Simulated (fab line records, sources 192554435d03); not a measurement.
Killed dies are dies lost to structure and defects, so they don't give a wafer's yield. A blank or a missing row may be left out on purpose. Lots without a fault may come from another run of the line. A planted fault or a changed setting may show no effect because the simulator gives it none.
Chamber matching | flow n5_finfet | N5_SDB_DESCUM_16 on rie_diel-03: 4 sister chambers
The step chemistry O2, time 7.9 s. 20 wafers are shown with their chamber, then 10 later ones without.

WAFERS WITH THEIR CHAMBER
wafer  | chamber | drypump_motor_current_A (A) | throttle_valve_pct (%) | oes_product_au (a.u.)
L075.2 | 2       | 6.6                         | 20.18                  | 0.94
L075.4 | 3       | 6.3                         | 20.49                  | 0.73
L075.5 | 0       | 5.8                         | 20.30                  | 0.97
L079.2 | 2       | 6.6                         | 20.20                  | 0.92
L079.3 | 1       | 5.2                         | 20.52                  | 0.73
L079.5 | 0       | 5.8                         | 20.31                  | 0.94
L080.2 | 1       | 5.1                         | 20.50                  | 0.73
L080.3 | 0       | 5.8                         | 20.32                  | 0.93
L080.6 | 0       | 5.8                         | 20.30                  | 0.93
L081.1 | 1       | 5.1                         | 20.51                  | 0.73
L081.3 | 0       | 5.8                         | 20.31                  | 0.92
L081.6 | 3       | 6.3                         | 20.51                  | 0.72
L082.1 | 1       | 5.1                         | 20.51                  | 0.73
L082.3 | 0       | 5.8                         | 20.31                  | 0.92
L082.6 | 2       | 6.6                         | 20.21                  | 0.90
L086.1 | 2       | 6.6                         | 20.22                  | 0.88
L086.4 | 3       | 6.3                         | 20.52                  | 0.71
L086.5 | 1       | 5.1                         | 20.52                  | 0.72
L087.1 | 1       | 5.1                         | 20.52                  | 0.71
L087.3 | 3       | 6.3                         | 20.53                  | 0.70

SIGNATURES (means of the wafers above)
reading                 | chamber 0 | chamber 1 | chamber 2 | chamber 3 | scatter within a chamber
drypump_motor_current_A | 5.800     | 5.117     | 6.600     | 6.300     | 0.0228
throttle_valve_pct      | 20.3083   | 20.5133   | 20.2025   | 20.5125   | 0.0122
oes_product_au          | 0.9350    | 0.7250    | 0.9100    | 0.7150    | 0.017
Rule: a wafer's distance from a chamber is the root of the sum, over the readings, of the square of ((its reading less the chamber's mean) divided by the reading's scatter). The wafer belongs to the nearest chamber; if the next one is less than 2 further off, it can't be placed. The scatter: the root of (the sum of the squares of (reading less its chamber's mean) over the shown wafers, divided by (wafers less chambers)).

WAFERS WITHOUT THEIR CHAMBER
wafer  | drypump_motor_current_A (A) | throttle_valve_pct (%) | oes_product_au (a.u.)
L087.5 | 6.6                         | 20.21                  | 0.86
L088.1 | 5.1                         | 20.52                  | 0.71
L088.2 | 5.8                         | 20.34                  | 0.90
L088.4 | 6.3                         | 20.52                  | 0.71
L091.4 | 6.3                         | 20.55                  | 0.70
L091.5 | 6.3                         | 20.55                  | 0.70
L091.6 | 6.6                         | 20.25                  | 0.86
L094.4 | 6.3                         | 20.55                  | 0.70
L094.5 | 5.2                         | 20.56                  | 0.71
L094.6 | 6.5                         | 20.25                  | 0.86

WHICH CHAMBER EACH WENT THROUGH
wafer  | from the rows above | in truth
L087.5 | 2                   | 2
L088.1 | 1                   | 1
L088.2 | 0                   | 0
L088.4 | 3                   | 3
L091.4 | 3                   | 3
L091.5 | 3                   | 3
L091.6 | 2                   | 2
L094.4 | 3                   | 3
L094.5 | 1                   | 1
L094.6 | 2                   | 2
Placed correctly: 10 of 10. Can't be placed from these rows: 0. Placed wrongly: 0.
